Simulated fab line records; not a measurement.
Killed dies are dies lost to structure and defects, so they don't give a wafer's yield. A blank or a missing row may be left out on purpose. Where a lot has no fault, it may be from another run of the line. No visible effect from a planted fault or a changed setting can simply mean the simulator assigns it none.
8D (eight disciplines) problem report, filled in by code | flow nand-harc | the parts of the form that need people (team, actions taken, sign-off) are left out

## 1. THE ISSUE
Wafers without a fault read 3.0, standard deviation 2.4; killed-at-periphery at NHARC_END_SORT_01 reads a mean of 654.7 on 6 wafers belonging to 2 lots. That is +99 or more standard deviations from the usual mean.
Earliest sighting: wafer L242.2 on prober-01 at day 23 07:17. At this step, 6 wafers from 2 lots have a number in the record. Rule for "out", or "out of limits": more than 4 standard deviations from the usual mean. Any other wafer with a number is counted as sound.

## 2. WHAT IT IS, AND WHAT IT ISN'T
question                    | is                                                                                                                      | is not
which readings at this step | killed-at-periphery, defect-limited-yield, killed-dies, sort_bin_2_pct, sort-n-pass, sort-rim-yield-pct, sort-yield-pct | killed-at-array, killed-at-other, killed-open, sort_bin_3_pct
which lots                  | L241, L242                                                                                                              | -
which wafers of those lots  | all that have a number                                                                                                  | -
read on which gauges        | prober-01, prober-02                                                                                                    | -
when                        | from day 23 07:17                                                                                                       | up to then (0 sound wafers)

## 3. SUSPECTS, AND WHAT RULES EACH OUT
Counting: a tool stays on the suspect list if, at a process step up to the reading, it processed all lots that are out and no sound lot following the first of them.
- the gauge at NHARC_END_SORT_01 has been ruled out. 2 gauges (prober-01, prober-02) read the wafers that are out.
- pvd-sputter-03 at NHARC_P_M1_PVD_21 (deposits Cu, target thk 30 nm, time 20.49 s): kept. It ran every lot that is out, first L242 (day 10 08:08), and no sound lot after that.
After counting, what remains is pvd-sputter-03 at NHARC_P_M1_PVD_21.

## 4. THE CAUSE (what the simulator had put in)
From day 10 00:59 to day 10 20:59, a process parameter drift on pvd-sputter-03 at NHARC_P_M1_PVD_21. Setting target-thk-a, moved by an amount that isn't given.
The count eliminated every tool but this one.

## 5. SEQUENCE OF EFFECTS, ordered by route
One row per reading whose mean, taken over the struck wafers that have a number, lies over 3 standard deviations from the usual. Only readings for which the record gives a usual standard deviation are gone through. hours: the time from each lot's start at the first step in this table that gives one to its start at this step, as a median over the lots. sigmas: the change in usual standard deviations.
hours | step              | reading              | usual  | on struck wafers | change | sigmas
0     | NHARC_END_SORT_01 | defect-limited-yield | 95.4 % | 0.0              | -95.4  | -56
0     | NHARC_END_SORT_01 | killed-at-periphery  | 3.0    | 654.7            | +651.7 | +99 or more
0     | NHARC_END_SORT_01 | killed-dies          | 31     | 677              | +646   | +54
0     | NHARC_END_SORT_01 | sort_bin_2_pct       | 1.5 %  | 97.2             | +95.7  | +99 or more
0     | NHARC_END_SORT_01 | sort-n-pass          | 646    | 0                | -646   | -54
0     | NHARC_END_SORT_01 | sort-rim-yield-pct   | 94 %   | 0                | -94    | -28
0     | NHARC_END_SORT_01 | sort-yield-pct       | 95.4 % | 0.0              | -95.4  | -56

## 6. HOW IT WOULD HAVE BEEN CAUGHT EARLIER
318 hours passed between the start of the fault at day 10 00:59 and the first reading out of limits at a measuring or inspecting step in this record, taken at day 23 07:17.
An alarm limit of 4 standard deviations would not have fired on the tool readings at NHARC_P_M1_PVD_21 for which the record gives a usual standard deviation, since none of them was out on any struck wafer.
By day 23 07:17 the whole set of lots that are out, 2 in number, had already begun NHARC_P_M1_PVD_21 on pvd-sputter-03. Holding the tool at that point would not have protected any of them.
